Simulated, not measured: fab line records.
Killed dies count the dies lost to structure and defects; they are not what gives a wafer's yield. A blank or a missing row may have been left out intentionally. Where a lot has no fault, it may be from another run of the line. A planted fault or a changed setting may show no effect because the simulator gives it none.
Matching of chambers	flow nand_harc	NHARC_A_WL_FILL_ETCHBACK_26 on rie_si-05: 4 sister chambers
The step etches the open film in HBr, target depth 52 nm, time 13.3 s. 8 wafers are shown with their chamber, then 9 later ones without.

== WAFERS, EACH WITH ITS CHAMBER ==
wafer	chamber	drypump_motor_current_A (A)	oes_product_au (a.u.)
L084.3	0	6.3	0.985
L084.4	1	5.0	1.023
L086.1	3	6.2	0.988
L086.4	0	6.3	0.990
L086.6	3	6.1	0.981
L088.3	2	6.3	0.988
L088.4	1	4.9	1.001
L088.6	2	6.3	0.991

== WAFERS WITHOUT THEIR CHAMBER ==
wafer	drypump_motor_current_A (A)	oes_product_au (a.u.)
L091.1	6.1	0.984
L091.2	6.3	1.012
L091.6	6.3	1.003
L095.1	4.9	1.000
L095.3	6.1	0.994
L095.5	6.2	1.000
L097.1	4.9	0.989
L097.4	6.4	1.009
L097.6	6.2	1.005

== CHAMBER TAKEN BY EACH ==
wafer	from the rows above	in truth
L091.1	3	3
L091.2	can't be placed: 2 or 0 or 3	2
L091.6	can't be placed: 2 or 0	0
L095.1	1	1
L095.3	3	3
L095.5	can't be placed: 3 or 2 or 0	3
L097.1	1	1
L097.4	can't be placed: 2 or 0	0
L097.6	can't be placed: 3 or 2 or 0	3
Correctly placed: 4 of 9. Cannot be placed on the basis of these rows: 5; the candidates contain the true chamber in 5. Number placed wrongly: 0.
How it was worked out, from the rows above alone: a wafer's distance from a chamber is the root of the sum, over the readings, of the square of ((its reading less the chamber's mean) divided by the reading's scatter). The wafer belongs to the nearest chamber; if the next one is less than 2 further off, it can't be placed. The mean given for a chamber averages the wafers shown for that chamber. The scatter is the square root of a quotient: the sum, over the shown wafers, of each reading's squared deviation from its chamber's mean, divided by wafers minus chambers.
